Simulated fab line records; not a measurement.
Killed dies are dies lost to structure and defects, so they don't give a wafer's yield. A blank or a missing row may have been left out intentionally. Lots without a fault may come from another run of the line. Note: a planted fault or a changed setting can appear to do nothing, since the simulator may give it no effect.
fab line records | flow n5Finfet | part 2 of 2: steps 24 to 35 of 35
record: lots: 5 wafers: 15 lastDay: 19
route steps=1938 shown BEOL_M8@1380 BEOL_M9@1401
lots untouched by any fault: they come from a run of this same line in which no faults occurred
startH: the number of hours between the record's first day and the start of the first shown wafer of the lot | waitH: hours from the lot's prior step to this one | " the same as in the row above | L1.1+2: several wafers, shown together as one row | - value missing, or start not given | * or withheld: withheld | < > ~ a bound
route shown NAME@n: a module of which the file shows steps, and the number in the route of the first | usual: mean and standard deviation over wafers with no fault | same: alike in all rows | chamber/n: place in a boat | sites: per-site readings | _std_site: standard deviation of those values | _edge_site: inner sites' mean taken away from outer sites' mean | radiusMm: for every site, how far away it sits from the centre of the wafer | mask NAME#n: copy n | behind: tool/chamber where the wafer was last shaped | hold: what put the lot on hold/how long, in hours/how the hold closed | device: the n, p or np transistor that did not switch | end of line: the same wafers' tests at the end of the route | where a step has no rows: the recipe by itself | killed: count of dies lost to structure and defects at first sort (not the wafer's yield) | map: the dies of a wafer, with x for killed, . for not killed, _ for no die there
set.NAME: the setting as run; set.NAME@STEP: as run at that earlier step | model.NAME: the simulator's own value behind a step, which no gauge read
lots at selected steps of the route; one table per step, one row per wafer
services: the hour from which a tool's chamber was out of use, counted from the record's first day as startH (under 0 if before that day), plus the number of hours and why
== steps ==
step: N5_BEOL_M9_THK_MEAS_01
recipe: reads: SiCOH_lowk_of_BEOL_M9_ILD_DEP_00
usual: M9_ILD_THK: 269/4.6
columns lot.wafer tool chamber startH waitH M9_ILD_THK[nm]
L080.2 filmMetro-02 - 291.58 0.4 263
L080.5 " - " " 275
L080.6 " - " " 275
L082.3 filmMetro-01 - 301.75 0.3 262
L082.4 " - " " 274
L082.6 " - " " 277
L087.1 filmMetro-01 - 325.45 0.4 269
L087.2 " - " " 268
L087.3 " - " " 260
L093.2 filmMetro-01 - 355.96 0.4 270
L093.4 " - " " 273
L093.6 " - " " 273
L097.2 filmMetro-01 - 391.49 0.7 275
L097.4 " - " " 271
L097.6 " - " " 276
step: N5_BEOL_M9_PECVD_70
recipe: material: SiO2 targetThkA: 200 tempC: 400 precursor: TEOS/O2 pressureTorr: 5.5 rfW: 450 teosFlowSccm: 53.8 gas: O2 flowSccm: 3000 timeS: 22.7
usual: heaterPowerW: 703/88 showerheadPlenumPTorr: 8.81/0.059 susceptorTempC: 400.00/0.22 throttleValvePct: 22.4/0.93
columns lot.wafer tool chamber startH waitH heaterPowerW showerheadPlenumPTorr sinceWetCleanH susceptorTempC throttleValvePct
L080.2 pecvd-03 2 291.62 0.0 765 8.79 393 399.65 22.1
L080.5 " 2 " " 749 8.82 - 400.06 22.1
L080.6 " 0 " " 691 8.88 - 400.35 22.5
L082.3 pecvd-04 2 301.79 0.0 782 8.72 614 400.06 20.9
L082.4 " 0 " " 797 8.69 - 399.69 21.7
L082.6 " 1 " " 675 8.84 - 399.74 24.6
L087.1 pecvd-03 2 325.49 0.0 718 8.80 427 399.86 22.2
L087.2 " 1 " " 642 8.82 1936 400.42 22.1
L087.3 " 0 " " 690 8.87 1211 399.53 22.5
L093.2 pecvd-04 1 356.00 0.0 664 8.84 2147 399.95 24.3
L093.4 " 0 " " 761 8.67 - 399.93 21.8
L093.6 " 2 " " 900 8.68 - 399.93 21.1
L097.2 pecvd-03 1 391.53 0.0 634 8.82 2002 399.93 22.8
L097.4 " 1 " " 633 8.82 - 400.02 22.7
L097.6 " 2 " " 654 8.80 - 400.25 22.1
step: N5_BEOL_M9_HM_DEP_02
recipe: material: TiN targetThkA: 200 tempC: 25 chamberPressurePa: 0.49996
usual: susceptorTempC: 24.99/0.1 throttleValvePct: 30.0/1.4
columns lot.wafer tool chamber startH waitH susceptorTempC throttleValvePct
L080.2 pvdSputter-03 - 294.57 2.9 24.87 29.7
L080.5 " - " " 25.09 29.2
L080.6 " - " " 24.97 28.8
L082.3 pvdSputter-01 - 303.42 1.6 24.98 32.7
L082.4 " - " " 24.97 30.7
L082.6 " - " " 25.02 31.0
L087.1 pvdSputter-01 - 325.79 0.3 24.97 33.0
L087.2 " - " " 24.92 31.1
L087.3 " - " " 25.10 28.5
L093.2 pvdSputter-01 - 356.97 1.0 25.04 28.3
L093.4 " - " " 25.03 32.4
L093.6 " - " " 24.92 30.8
L097.2 pvdSputter-01 - 392.62 1.1 25.00 30.7
L097.4 " - " " 25.08 30.7
L097.6 " - " " 25.01 32.7
step: N5_BEOL_M9_COAT_59
recipe: resist: SOC tempC: 250 timeS: 60 spinRpm: 1500 resistThkNm: 100
columns lot.wafer tool chamber startH waitH
L080.2+5+6 lithoTrack-04 0 294.70 0.1
L082.3+4+6 lithoTrack-05 0 303.54 0.1
L087.1+2+3 lithoTrack-04 0 325.92 0.1
L093.2+4+6 lithoTrack-01 0 357.10 0.1
L097.2+4+6 lithoTrack-04 0 392.75 0.1
step: N5_BEOL_M9_COAT_60
recipe: resist: SiARC tempC: 220 timeS: 60 spinRpm: 1500 resistThkNm: 30
columns lot.wafer tool chamber startH waitH
L080.2+5+6 lithoTrack-04 0 - -
L082.3+4+6 lithoTrack-05 0 - -
L087.1+2+3 lithoTrack-04 0 - -
L093.2+4+6 lithoTrack-01 0 - -
L097.2+4+6 lithoTrack-04 0 - -
step: N5_BEOL_M9_COAT_05
recipe: resist: CAR-ArF spinRpm: 1500 resistThkNm: 90
columns lot.wafer tool chamber startH waitH
L080.2+5+6 lithoTrack-04 0 - -
L082.3+4+6 lithoTrack-05 0 - -
L087.1+2+3 lithoTrack-04 0 - -
L093.2+4+6 lithoTrack-01 0 - -
L097.2+4+6 lithoTrack-04 0 - -
step: N5_BEOL_M9_EBR_07
recipe: solvent: PGMEA ebrWidthMm: 1.5
columns lot.wafer tool chamber startH waitH
L080.2+5+6 lithoTrack-04 0 - -
L082.3+4+6 lithoTrack-05 0 - -
L087.1+2+3 lithoTrack-04 0 - -
L093.2+4+6 lithoTrack-01 0 - -
L097.2+4+6 lithoTrack-04 0 - -
step: N5_BEOL_M9_SOFTBAKE_06
recipe: tempC: 110 timeS: 60 resist: CAR-ArF
columns lot.wafer tool chamber startH waitH
L080.2+5+6 lithoTrack-04 0 - -
L082.3+4+6 lithoTrack-05 0 - -
L087.1+2+3 lithoTrack-04 0 - -
L093.2+4+6 lithoTrack-01 0 - -
L097.2+4+6 lithoTrack-04 0 - -
step: N5_BEOL_M9_EXPOSE_08
recipe: maskId: M9 na: 1.35 sourceShape: dipole sigmaInner: 0.411 sigmaOuter: 0.611 polarization: te doseMj: 53.75
usual: reticleTempC: 22.97/0.091 stageVelMmS: 499.94/0.24
same: dipoleOpeningDeg: 40 sigmaInner: 0.411
columns lot.wafer tool chamber startH waitH mask reticleTempC stageVelMmS
L080.2 arfiScanner-01 0 294.95 - M9#0 22.95 499.61
L080.5 " 0 " " M9#0 22.96 499.80
L080.6 " 0 " " M9#0 22.91 499.79
L082.3 arfiScanner-01 0 303.67 - M9#0 22.88 500.02
L082.4 " 0 " " M9#0 22.95 500.39
L082.6 " 0 " " M9#0 22.96 500.10
L087.1 arfiScanner-03 0 326.16 - M9#0 22.81 499.83
L087.2 " 0 " " M9#0 22.91 500.01
L087.3 " 0 " " M9#0 23.03 499.72
L093.2 arfiScanner-03 0 357.35 - M9#0 22.93 500.17
L093.4 " 0 " " M9#0 23.00 500.02
L093.6 " 0 " " M9#0 23.05 500.06
L097.2 arfiScanner-03 0 393.00 - M9#0 22.99 499.94
L097.4 " 0 " " M9#0 22.90 500.43
L097.6 " 0 " " M9#0 23.07 500.15
step: N5_BEOL_M9_PEB_09
recipe: pebTempC: withheld pebTimeS: 60 resist: CAR-ArF
columns lot.wafer tool chamber startH waitH
L080.2+5+6 lithoTrack-05 0 295.00 0.0
L082.3+4+6 lithoTrack-05 0 303.72 0.0
L087.1+2+3 lithoTrack-05 0 326.22 0.1
L093.2+4+6 lithoTrack-05 0 357.40 0.0
L097.2+4+6 lithoTrack-05 0 393.06 0.0
step: N5_BEOL_M9_DEVELOP_10
recipe: developTimeS: 30 developer: TMAH resist: CAR-ArF rinseLiquid: diw dry: airSpin devTempC: 23
usual: developerTempC: 23.02/0.13
columns lot.wafer tool chamber startH waitH developerTempC
L080.2 lithoTrack-05 0 - - 22.89
L080.5 " 0 " " 23.16
L080.6 " 0 " " 23.00
L082.3 lithoTrack-05 0 - - 23.30
L082.4 " 0 " " 23.13
L082.6 " 0 " " 23.22
L087.1 lithoTrack-05 0 - - 22.97
L087.2 " 0 " " 22.96
L087.3 " 0 " " 23.05
L093.2 lithoTrack-05 0 - - 22.93
L093.4 " 0 " " 22.93
L093.6 " 0 " " 23.12
L097.2 lithoTrack-05 0 - - 23.06
L097.4 " 0 " " 23.11
L097.6 " 0 " " 22.96
step: N5_BEOL_M9_CD_MEAS_11
recipe: targetCdNm: 64.1 landingEnergyEv: 500 detector: seInlens polarity: opening
usual: cdNm: 63.9/0.54
columns lot.wafer tool chamber startH waitH cdNm
L080.2 cdSem-02 0 295.07 - 64.2
L080.5 " 0 " " 64.4
L080.6 " 0 " " 64.2
L082.3 cdSem-02 0 303.79 - 64.5
L082.4 " 0 " " 64.1
L082.6 " 0 " " 63.3
L087.1 cdSem-02 0 326.29 - 63.0
L087.2 " 0 " " 64.4
L087.3 " 0 " " 63.9
L093.2 cdSem-01 0 357.47 - 63.3
L093.4 " 0 " " 64.0
L093.6 " 0 " " 63.4
L097.2 cdSem-01 0 393.12 - 63.6
L097.4 " 0 " " 63.1
L097.6 " 0 " " 63.6
== services ==
columns tool chamber startH hours kind
pecvd-04 - 269.34 2.8 pm
arfiScanner-01 - 271.72 3.9 pm
arfiScanner-03 - 281.05 1.3 pm
cmp-02 - 295.18 1.3 repair
wetBench-03 - 297.92 1.9 pm
ecdCu-01 - 304.75 2.1 repair
cmp-01 - 305.16 2.4 repair
cmp-02 - 305.50 7.7 pm
arfiScanner-01 - 309.75 1.0 pm
arfiScanner-03 - 311.08 1.0 pm
arfiScanner-01 - 320.09 0.5 repair
arfiScanner-01 - 326.64 1.3 pm
cvdCo-01 0 330.47 4.0 repair
arfiScanner-01 - 349.95 3.1 pm
cmp-01 - 350.13 2.1 repair
uvCure-02 - 352.21 2.4 repair
uvCure-01 - 352.35 2.4 repair
cvdCo-01 0 352.63 1.8 repair
arfiScanner-01 - 353.07 4.8 pm
pecvd-01 1 355.77 5.0 repair
pecvd-04 - 363.16 6.0 pm
cmp-02 - 370.34 6.5 repair
uvCure-01 - 375.97 0.5 repair
arfiScanner-03 - 384.53 0.8 pm
